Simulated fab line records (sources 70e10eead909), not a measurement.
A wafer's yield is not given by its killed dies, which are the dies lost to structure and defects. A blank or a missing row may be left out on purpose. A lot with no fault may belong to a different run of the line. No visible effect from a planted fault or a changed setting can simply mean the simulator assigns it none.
Struck lot and sound lot, side by side | flow nandHarc | 14 steps out of a route of 1159
Sound: wafers L859.2, L859.4, L859.5. Wafers struck: L867.1, L867.3, L867.6. At the end, the cause is stated.
At each step with rows: each side's tool, then ch and its chambers, then its first start. Under that, the readings that differ: sound wafers | struck wafers | difference of the means | sigmas: that difference in standard deviations of wafers without a fault.
alike: words and numbers the same on both sides, and readings whose means are apart by under 2 such deviations; not compared: readings that were withheld, readings missing a value for some wafer, numbers with overlapping values and no deviation given by the record, and bounds like >300 which may hide the same value.
Wherever a step has rows on one side only, a row that says differs or no value, or a row with sigmas, the two part there. Non-overlapping numbers with no deviation appear without sigmas and do not part them. A reading missing from all wafers of one side parts the sides only when that side holds two or more wafers.

first, 8 steps without rows for these wafers: NHARC_A_SGD_CUT_COAT_56 (time 75 s); NHARC_A_SGD_CUT_COAT_57 (time 65 s); NHARC_A_SGD_CUT_COAT_03 (resist thk 90 nm); NHARC_A_SGD_CUT_SOFTBAKE_04 (time 55 s); NHARC_A_SGD_CUT_EBR_05; NHARC_A_SGD_CUT_EXPOSE_06 (exposes mask SGD); NHARC_A_SGD_CUT_PEB_07 (peb time 65 s); NHARC_A_SGD_CUT_DEVELOP_08 (develop time 35 s).
NHARC_A_SGD_CUT_CD_MEAS_09 targets a cd of 100 nm.
  sound on cdSem-01 ch 0, day 14 08:29; struck on cdSem-01 ch 0, day 16 13:10
  alike: cdNm
NHARC_A_SGD_CUT_OVL_MEAS_10:
  sound: overlay-02 at day 14 08:34; struck: overlay-01 at day 16 13:16
reading         | sound          | struck      | difference | sigmas
overlayXNm (nm) | -0.2 -0.6 -0.6 | 1.0 1.8 1.7 | +2.0       | +2
  alike: overlayYNm
NHARC_A_SGD_CUT_INSPECT_11:
  sound: defectInspect-02 at day 14 08:36; struck: defectInspect-01 at day 16 13:18
  alike: rawDefectCount
NHARC_A_SGD_CUT_DESCUM_14: chemistry O2, time 3 s.
  sound on rieDiel-04 ch 1,3, day 14 08:40; struck on rieDiel-04 ch 1,3, day 16 13:22
  alike: chamberPressureMTorr, drypumpMotorCurrentA, oesProductAu, rfVppV, showerheadPlenumPTorr, throttleValvePct
  not compared: rfHoursCounterH
NHARC_A_SGD_CUT_ETCH_58: etches the open film in CF4, target depth 39 nm, time 65 s.
  sound on rieDiel-04 ch 1,2, day 14 08:45; struck on rieDiel-04 ch 0,2,3, day 16 13:26
  no value came back on the struck wafers for any of 8 readings (biasW (W), cf4FlowSccm (sccm) and others); on the sound wafers biasW (W) reads 100.15 99.88 100.05
  not compared: rfHoursCounterH
NHARC_A_SGD_CUT_ETCH_59: etches the open film in N2/H2, target depth 260 nm, time 406.25 s.
  sound on rieDiel-04 ch 1,2; struck on rieDiel-04 ch 0,1,2, day 16 13:32
  alike: biasW, chamberPressureMTorr, drypumpMotorCurrentA, oesProductAu, rfVppV, showerheadPlenumPTorr, throttleValvePct
  not compared: rfHoursCounterH

WHERE THEY PART
Earliest at NHARC_A_SGD_CUT_OVL_MEAS_10; latest, in this record, at NHARC_A_SGD_CUT_ETCH_58. Later steps at which nothing parts them and some readings are alike: NHARC_A_SGD_CUT_ETCH_59.

WHY: what the simulator had put in
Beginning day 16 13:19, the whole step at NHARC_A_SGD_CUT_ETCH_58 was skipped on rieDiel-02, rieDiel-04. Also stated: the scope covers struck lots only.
